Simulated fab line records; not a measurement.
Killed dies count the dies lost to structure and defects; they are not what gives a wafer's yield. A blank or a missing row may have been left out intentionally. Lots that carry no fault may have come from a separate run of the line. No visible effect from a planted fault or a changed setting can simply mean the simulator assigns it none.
Matching of chambers + flow n5-finfet + 4 sister chambers for N5_SDB_ALD_29 on ald-sin-01
The step deposits SiNx, target thk 30 nm, pulse time 1 s, ald cycles 600. 30 wafers are shown with their chamber, then 12 later ones without.

## WAFERS WITH THEIR CHAMBER
| wafer  | chamber | heater-power-w (W) | precursor-pulse-height-rel |
|--------|---------|--------------------|----------------------------|
| L078.2 | 2       | 776                | 1.011                      |
| L078.3 | 0       | 1116               | 0.979                      |
| L078.4 | 3       | 857                | 1.023                      |
| L079.2 | 3       | 820                | 1.002                      |
| L079.3 | 2       | 742                | 1.035                      |
| L079.6 | 1       | 855                | 0.974                      |
| L081.3 | 0       | 1111               | 0.994                      |
| L081.4 | 1       | 826                | 0.967                      |
| L081.6 | 3       | 867                | 1.011                      |
| L084.2 | 1       | 824                | 0.977                      |
| L084.3 | 3       | 875                | 1.025                      |
| L084.4 | 0       | 1116               | 0.991                      |
| L085.1 | 0       | 1103               | 0.979                      |
| L085.4 | 3       | 843                | 1.003                      |
| L085.5 | 2       | 776                | 1.028                      |
| L086.1 | 1       | 837                | 1.020                      |
| L086.2 | 2       | 766                | 0.984                      |
| L086.6 | 1       | 840                | 1.017                      |
| L087.1 | 3       | 864                | 1.002                      |
| L087.2 | 1       | 817                | 0.996                      |
| L087.4 | 2       | 770                | 1.032                      |
| L089.1 | 1       | 830                | 0.999                      |
| L089.4 | 3       | 836                | 0.987                      |
| L089.6 | 0       | 1131               | 0.974                      |
| L091.2 | 1       | 830                | 0.978                      |
| L091.4 | 0       | 1127               | 1.017                      |
| L091.6 | 2       | 769                | 1.015                      |
| L092.2 | 2       | 775                | 0.990                      |
| L092.4 | 3       | 832                | 1.006                      |
| L092.6 | 0       | 1098               | 0.999                      |

SIGNATURES, as means of the wafers listed above
| reading                    | chamber 0 | chamber 1 | chamber 2 | chamber 3 | scatter within a chamber |
|----------------------------|-----------|-----------|-----------|-----------|--------------------------|
| heater-power-w             | 1114.57   | 832.38    | 767.71    | 849.25    | 14.3                     |
| precursor-pulse-height-rel | 0.99043   | 0.99100   | 1.01357   | 1.00737   | 0.0172                   |
Rule: distance of a wafer from a chamber = root of the sum over the readings of ((wafer's reading minus chamber's mean) / reading's scatter) squared. If the next closest chamber is less than 2 further off than the closest, the wafer can't be placed; otherwise it belongs to the closest. The scatter: the root of (the sum of the squares of (reading less its chamber's mean) over the shown wafers, divided by (wafers less chambers)).

## WAFERS MISSING THEIR CHAMBER
| wafer  | heater-power-w (W) | precursor-pulse-height-rel |
|--------|--------------------|----------------------------|
| L093.2 | 1096               | 0.984                      |
| L093.3 | 847                | 1.029                      |
| L093.5 | 1116               | 1.000                      |
| L094.1 | 853                | 1.017                      |
| L094.2 | 847                | 0.997                      |
| L094.3 | 1086               | 0.962                      |
| L094.4 | 770                | 1.002                      |
| L094.5 | 862                | 1.025                      |
| L094.6 | 776                | 0.964                      |
| L096.2 | 765                | 0.978                      |
| L096.4 | 1132               | 0.989                      |
| L096.6 | 773                | 0.994                      |

## THE CHAMBER EACH PASSED THROUGH
| wafer  | from the rows above     | in truth |
|--------|-------------------------|----------|
| L093.2 | 0                       | 0        |
| L093.3 | can't be placed: 3 or 1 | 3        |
| L093.5 | 0                       | 0        |
| L094.1 | can't be placed: 3 or 1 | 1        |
| L094.2 | can't be placed: 3 or 1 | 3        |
| L094.3 | 0                       | 0        |
| L094.4 | 2                       | 2        |
| L094.5 | can't be placed: 3 or 1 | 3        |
| L094.6 | can't be placed: 2 or 1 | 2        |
| L096.2 | 2                       | 2        |
| L096.4 | 0                       | 0        |
| L096.6 | 2                       | 2        |
Placed correctly: 7 of 12. Not placeable from these rows: 5 (in 5, the candidates include the true chamber). Number placed wrongly: 0.
